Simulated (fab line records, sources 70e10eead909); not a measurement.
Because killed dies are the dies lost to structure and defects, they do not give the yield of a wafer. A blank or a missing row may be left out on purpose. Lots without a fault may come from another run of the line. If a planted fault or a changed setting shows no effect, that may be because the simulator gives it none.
fab line records	flow nand_harc
record: lots: 14	wafers: 42	last_day: 33
route steps=1302 shown P_M0@273 P_M1@292
lots untouched by any fault: they come from a run of this same line in which no faults occurred
start_h: start of the lot's first displayed wafer, in hours after the record's first day	wait_h: time in hours since the lot's previous step	" as in the row above	L1.1+2: a single row standing in for several wafers	- value missing, or start not given	* or withheld: withheld	< > ~ a bound
route shown NAME@n: NAME is a module with steps in the file, n the number in the route of the first one	usual: the fault-free wafers' mean and standard deviation	same: alike in all rows	chamber/n: place in a boat	sites: each site's reading	_std_site: the values' standard deviation	_edge_site: mean of outer sites minus mean of inner sites	radius_mm: for every site, how far away it sits from the centre of the wafer	mask NAME#n: copy n	behind: the most recent tool/chamber to have shaped the wafer	hold: what put the lot on hold/how long, in hours/how the hold closed	device: which transistor (n, p or np) failed to switch	end of line: tests of these same wafers at the route's end	step lacking rows: just its recipe	killed: dies lost to structure and defects at the first sort, not the wafer's yield	map: shows each die of a wafer: x if killed, . if not, _ if none is there
set.NAME: the setting as run; set.NAME@STEP: as run at that earlier step	model.NAME: the simulator's own value behind a step, which no gauge read
one table for each step of the route and one row for each wafer, over a sample of lots
services: when a tool's chamber went out of use (start_h, in hours from the record's first day, below 0 if earlier), for how many hours, and the reason
== steps ==
step: NHARC_P_M0_PRE_CLEAN_29
recipe: time_s: 30	temp_c: 280	gas: H2/He
usual: heater_power_w: 387/41
lot.wafer	tool	chamber	start_h	wait_h	heater_power_w
L414.4	pvd_sputter-02	-	-	-	513
L414.1	"	-	"	"	400
L414.6	"	-	"	"	407
L415.2	pvd_sputter-01	-	-	-	415
L415.4	"	-	"	"	338
L415.5	"	-	"	"	421
L416.1	pvd_sputter-03	-	-	-	347
L416.2	"	-	"	"	419
L416.5	"	-	"	"	385
L417.2	pvd_sputter-03	-	-	-	382
L417.6	"	-	"	"	350
L417.5	"	-	"	"	379
L418.3	pvd_sputter-01	-	-	-	401
L418.4	"	-	"	"	406
L418.5	"	-	"	"	408
L421.2	pvd_sputter-02	-	-	-	508
L421.6	"	-	"	"	409
L421.5	"	-	"	"	419
L428.2	pvd_sputter-03	-	-	-	321
L428.1	"	-	"	"	430
L428.5	"	-	"	"	394
L429.3	pvd_sputter-03	-	-	-	332
L429.4	"	-	"	"	416
L429.1	"	-	"	"	392
L430.2	pvd_sputter-02	-	-	-	474
L430.5	"	-	"	"	398
L430.6	"	-	"	"	416
L432.3	pvd_sputter-03	-	-	-	344
L432.2	"	-	"	"	387
L432.5	"	-	"	"	345
L433.4	pvd_sputter-01	-	-	-	349
L433.1	"	-	"	"	400
L433.5	"	-	"	"	354
L434.4	pvd_sputter-03	-	-	-	334
L434.1	"	-	"	"	356
L434.5	"	-	"	"	331
L435.1	pvd_sputter-01	-	-	-	396
L435.6	"	-	"	"	400
L435.5	"	-	"	"	414
L436.3	pvd_sputter-03	-	-	-	363
L436.1	"	-	"	"	394
L436.4	"	-	"	"	357
step: NHARC_P_M0_PVD_20
recipe: target_thk_a: 50	bias_v: 168.6	power_w: 15000	chamber_pressure_pa: 0.12	time_s: 8.06	substrate_temp_c: 50	material: TaN
usual: bias_v: 168.6/1.8	throttle_valve_pct: 29.6/1.1
lot.wafer	tool	chamber	start_h	wait_h	bias_v	throttle_valve_pct
L414.1	pvd_sputter-02	-	-	-	168.0	30.0
L414.4	"	-	"	"	167.9	31.4
L414.6	"	-	"	"	170.7	30.3
L415.2	pvd_sputter-01	-	-	-	169.2	30.3
L415.4	"	-	"	"	170.5	30.4
L415.5	"	-	"	"	169.2	30.5
L416.1	pvd_sputter-03	-	-	-	170.3	28.0
L416.2	"	-	"	"	168.0	29.7
L416.5	"	-	"	"	169.0	30.4
L417.2	pvd_sputter-03	-	-	-	169.3	30.2
L417.5	"	-	"	"	168.6	30.3
L417.6	"	-	"	"	167.6	27.7
L418.3	pvd_sputter-01	-	-	-	167.8	30.2
L418.4	"	-	"	"	167.3	28.3
L418.5	"	-	"	"	167.1	30.2
L421.2	pvd_sputter-02	-	-	-	169.7	30.6
L421.5	"	-	"	"	169.6	31.5
L421.6	"	-	"	"	167.4	30.1
L428.1	pvd_sputter-03	-	-	-	168.8	27.3
L428.2	"	-	"	"	170.4	29.6
L428.5	"	-	"	"	172.7	27.3
L429.4	pvd_sputter-03	-	-	-	169.3	30.3
L429.3	"	-	"	"	168.2	29.9
L429.1	"	-	"	"	168.4	29.7
L430.2	pvd_sputter-02	-	-	-	166.4	30.2
L430.6	"	-	"	"	166.6	32.0
L430.5	"	-	"	"	167.7	29.6
L432.2	pvd_sputter-03	-	-	-	168.9	29.5
L432.3	"	-	"	"	170.4	30.1
L432.5	"	-	"	"	171.1	29.5
L433.1	pvd_sputter-01	-	-	-	171.7	29.5
L433.4	"	-	"	"	167.0	29.6
L433.5	"	-	"	"	170.4	29.4
L434.1	pvd_sputter-03	-	-	-	164.6	27.5
L434.4	"	-	"	"	168.4	30.1
L434.5	"	-	"	"	165.4	27.5
L435.1	pvd_sputter-01	-	-	-	168.9	29.7
L435.6	"	-	"	"	166.0	30.6
L435.5	"	-	"	"	171.9	29.6
L436.4	pvd_sputter-03	-	-	-	165.1	29.3
L436.3	"	-	"	"	168.2	29.5
L436.1	"	-	"	"	165.1	30.7
step: NHARC_P_M0_PRE_CLEAN_31
recipe: time_s: 12	temp_c: 370	rf_power_w: 300	gas: NH3
usual: heater_power_w: 612/79
lot.wafer	tool	chamber	start_h	wait_h	heater_power_w
L414.1	pecvd-02	2	134.70	0.1	630
L414.4	"	0	"	"	615
L414.6	"	2	"	"	623
L415.2	pecvd-01	2	149.60	0.1	693
L415.4	"	2	"	"	660
L415.5	"	1	"	"	540
L416.2	pecvd-04	1	150.70	0.1	601
L416.1	"	0	"	"	548
L416.5	"	1	"	"	621
L417.2	pecvd-02	0	167.30	0.1	703
L417.6	"	1	"	"	669
L417.5	"	0	"	"	697
L418.3	pecvd-02	1	181.07	0.1	628
L418.4	"	1	"	"	613
L418.5	"	2	"	"	606
L421.2	pecvd-04	0	208.60	0.1	618
L421.5	"	2	"	"	471
L421.6	"	0	"	"	625
L428.1	pecvd-04	1	268.72	0.1	670
L428.2	"	0	"	"	533
L428.5	"	2	"	"	498
L429.1	pecvd-02	1	286.72	0.1	672
L429.3	"	2	"	"	645
L429.4	"	1	"	"	669
L430.2	pecvd-01	2	295.34	0.1	670
L430.5	"	0	"	"	678
L430.6	"	1	"	"	450
L432.3	pecvd-02	0	311.90	0.1	718
L432.2	"	1	"	"	660
L432.5	"	2	"	"	625
L433.1	pecvd-01	2	325.66	0.1	703
L433.4	"	0	"	"	635
L433.5	"	1	"	"	509
L434.1	pecvd-02	1	342.64	0.1	600
L434.4	"	2	"	"	636
L434.5	"	0	"	"	734
L435.1	pecvd-02	2	345.31	0.1	660
L435.5	"	0	"	"	670
L435.6	"	2	"	"	654
L436.1	pecvd-04	2	360.18	0.1	506
L436.3	"	0	"	"	562
L436.4	"	2	"	"	498
step: NHARC_P_M1_EXPOSE_06
recipe: na: 1.35	target_cd_nm: 130	dose_mj: 81.88	mask_id: P_M1
usual: exposure_dose_mJ_cm2: 81.78/0.082	focus_offset_nm: -0.1/0.55
lot.wafer	tool	chamber	start_h	wait_h	mask	exposure_dose_mJ_cm2	focus_offset_nm
L414.1	arfi_scanner-02	0	135.84	-	P_M1#0	81.68	-1.3
L414.4	"	0	"	"	P_M1#0	81.88	-1.2
L414.6	"	0	"	"	P_M1#0	81.82	-0.5
L415.2	arfi_scanner-03	0	150.92	-	P_M1#0	81.74	0.5
L415.4	"	0	"	"	P_M1#0	81.79	0.1
L415.5	"	0	"	"	P_M1#0	81.82	0.7
L416.1	arfi_scanner-03	0	151.93	-	P_M1#0	81.76	0.1
L416.2	"	0	"	"	P_M1#0	81.68	0.0
L416.5	"	0	"	"	P_M1#0	81.65	0.0
L417.2	arfi_scanner-01	-	168.43	-	P_M1#0	-	-
L417.5	"	-	"	"	P_M1#0	-	-
L417.6	"	-	"	"	P_M1#0	-	-
L418.3	arfi_scanner-02	-	182.25	-	P_M1#0	-	-
L418.4	"	-	"	"	P_M1#0	-	-
L418.5	"	-	"	"	P_M1#0	-	-
L421.2	arfi_scanner-01	0	209.64	-	P_M1#0	81.84	0.0
L421.5	"	0	"	"	P_M1#0	81.77	-0.4
L421.6	"	0	"	"	P_M1#0	81.91	-0.2
L428.1	arfi_scanner-02	0	269.88	-	P_M1#0	81.74	-0.2
L428.2	"	0	"	"	P_M1#0	81.75	0.8
L428.5	"	0	"	"	P_M1#0	81.86	-0.7
L429.1	arfi_scanner-02	0	287.78	-	P_M1#0	81.71	0.5
L429.3	"	0	"	"	P_M1#0	81.77	-0.3
L429.4	"	0	"	"	P_M1#0	81.72	-1.3
L430.2	arfi_scanner-02	0	296.41	-	P_M1#0	81.89	-0.5
L430.5	"	0	"	"	P_M1#0	81.84	0.2
L430.6	"	0	"	"	P_M1#0	81.83	-0.1
L432.2	arfi_scanner-03	0	312.97	-	P_M1#0	81.60	0.3
L432.3	"	0	"	"	P_M1#0	81.79	-0.6
L432.5	"	0	"	"	P_M1#0	81.74	-1.1
L433.1	arfi_scanner-01	0	326.84	-	P_M1#0	81.88	0.4
L433.4	"	0	"	"	P_M1#0	81.88	0.0
L433.5	"	0	"	"	P_M1#0	81.84	0.9
L434.1	arfi_scanner-01	0	343.71	-	P_M1#0	81.91	-0.9
L434.4	"	0	"	"	P_M1#0	81.88	-0.2
L434.5	"	0	"	"	P_M1#0	81.83	-0.2
L435.1	arfi_scanner-02	0	346.46	-	P_M1#0	81.77	0.1
L435.5	"	0	"	"	P_M1#0	81.85	0.1
L435.6	"	0	"	"	P_M1#0	81.75	0.3
L436.1	arfi_scanner-01	0	361.37	-	P_M1#0	81.80	-0.3
L436.3	"	0	"	"	P_M1#0	81.62	-0.5
L436.4	"	0	"	"	P_M1#0	81.70	0.0
== services ==
tool	chamber	start_h	hours	kind
pvd_sputter-02	-	111.00	3.6	repair
pecvd-01	-	130.00	13.0	pm
arfi_scanner-01	-	134.80	6.3	repair
arfi_scanner-02	-	140.00	4.0	pm
pecvd-04	2	145.47	6.3	repair
arfi_scanner-03	-	196.00	4.0	pm
pecvd-01	-	212.52	0.9	repair
pvd_sputter-01	-	226.00	10.0	pm
pecvd-02	-	227.19	13.0	pm
pvd_sputter-03	-	243.47	7.9	repair
arfi_scanner-01	-	252.00	4.0	pm
pvd_sputter-02	-	255.59	0.8	repair
pecvd-04	-	269.45	13.0	pm
pvd_sputter-03	-	273.04	1.0	repair
arfi_scanner-03	-	274.92	1.1	repair
pecvd-02	2	277.93	7.5	repair
pvd_sputter-02	-	282.00	10.0	pm
arfi_scanner-01	-	299.31	3.9	repair
pvd_sputter-01	-	311.78	1.0	repair
arfi_scanner-02	-	312.00	4.0	pm
pvd_sputter-01	-	314.71	3.5	repair
arfi_scanner-01	-	340.20	2.1	repair
pecvd-02	0	352.36	3.4	repair
arfi_scanner-01	-	359.68	1.2	repair
== key ==
first_sign: step: NHARC_P_M1_EXPOSE_06	reading: tool_record	direction: missing
effect none on later readings
met_at NHARC_P_M1_EXPOSE_06
struck_lots L417,L418
later_rows_left_out L417.2,L417.5,L417.6,L418.3,L418.4,L418.5
sort_left_out L417.2,L417.5,L417.6,L418.3,L418.4,L418.5
not_acting_at NHARC_P_M0_PRE_CLEAN_29,NHARC_P_M0_PVD_20,NHARC_P_M0_PRE_CLEAN_31
onset_between 135.84 168.43
fault: kind: skipped_step_whole	tool: arfi_scanner-01,arfi_scanner-02	chamber: -	onset_h: 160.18	steps: NHARC_P_M1_EXPOSE_06	scope: struck_lots_only
sort_left_out: the simulated sort isn't trusted on such a fault, so these wafers' sort isn't shown, and their yield isn't known
later_rows_left_out: the simulator's readings of these wafers behind a module that went badly wrong aren't trusted and aren't shown, but for the sort
